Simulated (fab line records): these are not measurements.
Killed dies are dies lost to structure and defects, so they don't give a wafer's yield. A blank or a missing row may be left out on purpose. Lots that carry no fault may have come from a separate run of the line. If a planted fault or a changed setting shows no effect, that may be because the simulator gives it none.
Matching of chambers    flow nand_harc    NHARC_P_M2_DEP_33 on pecvd-04: 3 sister chambers
The step deposits SiCN, target thk 30 nm. 14 wafers are shown with their chamber, then 7 later ones without.

WAFERS PAIRED WITH THEIR CHAMBERS
wafer   chamber  heater_power_w (W)
L077.4  1        551
L077.5  2        583
L077.6  0        481
L075.2  2        554
L075.4  0        522
L075.6  2        575
L080.1  0        503
L080.2  2        605
L080.6  1        513
L081.2  1        559
L081.3  2        489
L081.5  1        547
L085.1  1        579
L085.3  2        532

SIGNATURES (means of the wafers above)
reading         chamber 0  chamber 1  chamber 2  scatter within a chamber
heater_power_w  502.00     549.80     556.33     32.6
Rule: a wafer's distance from a chamber is the root of the sum, over the readings, of the square of ((its reading less the chamber's mean) divided by the reading's scatter). The wafer belongs to the nearest chamber; if the next one is less than 2 further off, it can't be placed. The scatter: the root of (the sum of the squares of (reading less its chamber's mean) over the shown wafers, divided by (wafers less chambers)).

WAFERS WITHOUT THEIR CHAMBER
wafer   heater_power_w (W)
L085.5  473
L095.2  482
L095.4  571
L095.6  492
L097.1  558
L097.2  521
L097.3  619

EACH ONE'S CHAMBER
wafer   from the rows above           in truth
L085.5  can't be placed: 0 or 1 or 2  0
L095.2  can't be placed: 0 or 1 or 2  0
L095.4  can't be placed: 2 or 1 or 0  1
L095.6  can't be placed: 0 or 1 or 2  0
L097.1  can't be placed: 2 or 1 or 0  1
L097.2  can't be placed: 0 or 1 or 2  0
L097.3  can't be placed: 2 or 1 or 0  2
Correct placement for 0 of the 7. Unplaceable from these rows: 7, with the true chamber sitting among the candidates in 7. Number placed wrongly: 0.
